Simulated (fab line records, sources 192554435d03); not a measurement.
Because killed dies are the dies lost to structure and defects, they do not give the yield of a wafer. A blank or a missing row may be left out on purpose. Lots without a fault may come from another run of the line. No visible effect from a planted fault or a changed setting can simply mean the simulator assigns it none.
Split-lot study | flow n5_finfet | 7 lots, 39 wafers read, on a route of 1938 steps

== THE SPLIT ==
At N5_BEOL_M4_TRENCH_ETCH_37 (etches SiOC in C4F6/O2, target depth 55.555 nm, time 29.2 s), the setting time_s was moved away from the recipe's 29.2 s on 12 of the 39 wafers read, by -36.5% to +54.6%. For the rest of the wafers, this setting stayed at what the recipe calls for.

== FROM THE SPLIT TO THE READING: what the file shows between them, 8 steps ==
- N5_BEOL_M4_ETCH_41: etches SiCN in CH3F/O2, target depth 29.9 nm, time 52.5 s
- N5_BEOL_M4_STRIP_97: strips in N2/H2, time 10 s
- N5_BEOL_M4_OCD_MEAS_38
- N5_BEOL_M4_HM_STRIP_39: strips TiN in peroxide tin strip, target depth 25 nm, time 158 s
- N5_BEOL_M4_SRD_40: time 30 s
- N5_BEOL_M4_ECD_50: material Cu, target thk 300 nm
- N5_BEOL_M4_ANNEAL_51: time 90 s
- N5_BEOL_M4_CMP_52: polishes, stops on SiOC, t overpolish 6.8 s, target thk 40 nm

== THE READING ==
M4_THK, in nm, at N5_BEOL_M4_THK_MEAS_53 (measures by xrf). Fault-free wafers of this fab line usually give 41.0 nm, standard deviation 1.2 nm.

wafer  | tool, chamber at the split | time_s as run, s | against the recipe | M4_THK, nm | against lot-mates on the recipe
L079.1 | rie_diel-06, 0             | 29.2             | recipe             | 40.9       | -
L079.2 | rie_diel-06, 3             | 29.2             | recipe             | 39.0       | -
L079.3 | rie_diel-06, 2             | 36.69            | +25.7%             | 54.6       | +14.8
L079.4 | rie_diel-06, 2             | 29.2             | recipe             | 39.6       | -
L079.5 | rie_diel-06, 3             | 36.69            | +25.7%             | 54.5       | +14.7
L079.6 | rie_diel-06, 0             | 36.69            | +25.7%             | 54.5       | +14.7
L081.1 | rie_diel-06, 2             | 29.2             | recipe             | 42.0       | -
L081.2 | rie_diel-06, 1             | 29.2             | recipe             | 41.0       | -
L081.3 | rie_diel-06, 3             | 29.2             | recipe             | 39.3       | -
L081.4 | rie_diel-06, 0             | 36.48            | +24.9%             | 54.9       | +14.1
L081.5 | rie_diel-06, 0             | 36.48            | +24.9%             | 56.4       | +15.6
L081.6 | rie_diel-06, 1             | 36.48            | +24.9%             | 54.3       | +13.5
L085.1 | rie_diel-06, 0             | 18.53            | -36.5%             | 20.9       | -19.7
L085.2 | rie_diel-06, 1             | 29.2             | recipe             | 40.8       | -
L085.3 | rie_diel-06, 2             | 29.2             | recipe             | 41.2       | -
L085.4 | rie_diel-06, 3             | 29.2             | recipe             | 39.8       | -
L085.5 | rie_diel-06, 2             | 18.53            | -36.5%             | 19.8       | -20.8
L085.6 | rie_diel-06, 1             | 18.53            | -36.5%             | 20.3       | -20.3
L086.1 | rie_diel-04, 0             | 29.2             | recipe             | 42.3       | -
L086.2 | rie_diel-04, 2             | 29.2             | recipe             | 43.1       | -
L086.3 | rie_diel-04, 1             | 29.2             | recipe             | 40.1       | -
L086.4 | rie_diel-04, 3             | 29.2             | recipe             | 41.6       | -
L086.5 | rie_diel-04, 3             | 29.2             | recipe             | 40.4       | -
L086.6 | rie_diel-04, 0             | 29.2             | recipe             | 42.9       | -
L087.1 | rie_diel-06, 3             | 29.2             | recipe             | 39.3       | -
L087.2 | rie_diel-06, 1             | 29.2             | recipe             | 40.3       | -
L087.3 | rie_diel-06, 0             | 29.2             | recipe             | 40.7       | -
L087.4 | rie_diel-06, 2             | 29.2             | recipe             | 40.4       | -
L087.5 | rie_diel-06, 1             | 29.2             | recipe             | 39.8       | -
L087.6 | rie_diel-06, 0             | 29.2             | recipe             | 42.8       | -
L091.1 | rie_diel-04, 0             | 29.2             | recipe             | 41.8       | -
L091.2 | rie_diel-04, 2             | 29.2             | recipe             | 41.4       | -
L091.3 | rie_diel-04, 3             | 29.2             | recipe             | 40.4       | -
L091.4 | rie_diel-04, 1             | 45.14            | +54.6%             | 69.9       | +28.7
L091.5 | rie_diel-04, 2             | 45.14            | +54.6%             | 74.2       | +33.0
L091.6 | rie_diel-04, 1             | 45.14            | +54.6%             | 70.0       | +28.8
L094.1 | rie_diel-06, 0             | 29.2             | recipe             | 41.5       | -
L094.3 | rie_diel-06, 1             | 29.2             | recipe             | 39.7       | -
L094.4 | rie_diel-06, 3             | 29.2             | recipe             | 42.4       | -

FIT RESULTS
A straight line over all 39 wafers: M4_THK changes by +0.558 nm for each +1% of time_s; r = +0.99; the points scatter about the line by 1.2 nm.
The same after taking each lot's own level away (the mean of its wafers on the recipe; 39 wafers): +0.558 nm for each +1%; r = +1.00; scatter 1.1 nm.
According to that fit, moving time_s by its largest amount changes the reading by 30 nm.
The span of the lots' own levels, 39.83 to 41.73 nm, comes to 1.6 times the standard deviation stated above.
Hence the lot-to-lot level has little effect on the slope; both slopes agree.
Check: +30.9 nm against its lot-mates is what the line predicts for one of the wafers moved furthest among these (+54.6%) when that wafer is left out of the fit. Against them it came out at +28.7 nm.

== THE WHOLE CHAIN: every reading that the file lists as answering this split, in the file's order ==
step                      | what it does                                                  | reading                                                                          | change (the file's fit)                                                              | r (the file's)
N5_BEOL_M4_TRENCH_ETCH_37 | etches SiOC in C4F6/O2, target depth 55.555 nm, time 29.2 s   | BEOL_M4.feature_depth_nm (the simulator's own value, which no gauge read)        | +0.545 nm for each +1% of the setting                                                | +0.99
N5_BEOL_M4_TRENCH_ETCH_37 | etches SiOC in C4F6/O2, target depth 55.555 nm, time 29.2 s   | etch.depth_nm (the simulator's own value, which no gauge read)                   | +0.545 nm for each +1% of the setting                                                | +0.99
N5_BEOL_M4_TRENCH_ETCH_37 | etches SiOC in C4F6/O2, target depth 55.555 nm, time 29.2 s   | TiN_of_BEOL_M4_HM_DEP_02.thk_nm (the simulator's own value, which no gauge read) | -0.0238 nm for each +1% of the setting                                               | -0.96
N5_BEOL_M4_OCD_MEAS_38    |                                                               | trench_depth_nm                                                                  | +0.55 nm for each +1% of the setting                                                 | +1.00
N5_BEOL_M4_CMP_52         | polishes, stops on SiOC, t overpolish 6.8 s, target thk 40 nm | Cu_of_BEOL_M4_ECD_50.thk_nm (the simulator's own value, which no gauge read)     | +0.549 nm for each +1% of the setting                                                | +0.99
N5_BEOL_M4_THK_MEAS_53    | measures by xrf                                               | M4_THK                                                                           | +0.559 for each +1% of the setting                                                   | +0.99
N5_BEOL_M4_RS_MEAS_58     | measures by four-point-probe                                  | M4_RS                                                                            | not straight: 1.711 at the lowest setting, 0.671 at the recipe, 0.334 at the highest | not given

== THE FILE'S OWN FIT ==
M4_THK changes by +0.559 nm for each +1% of time_s, r = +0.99.
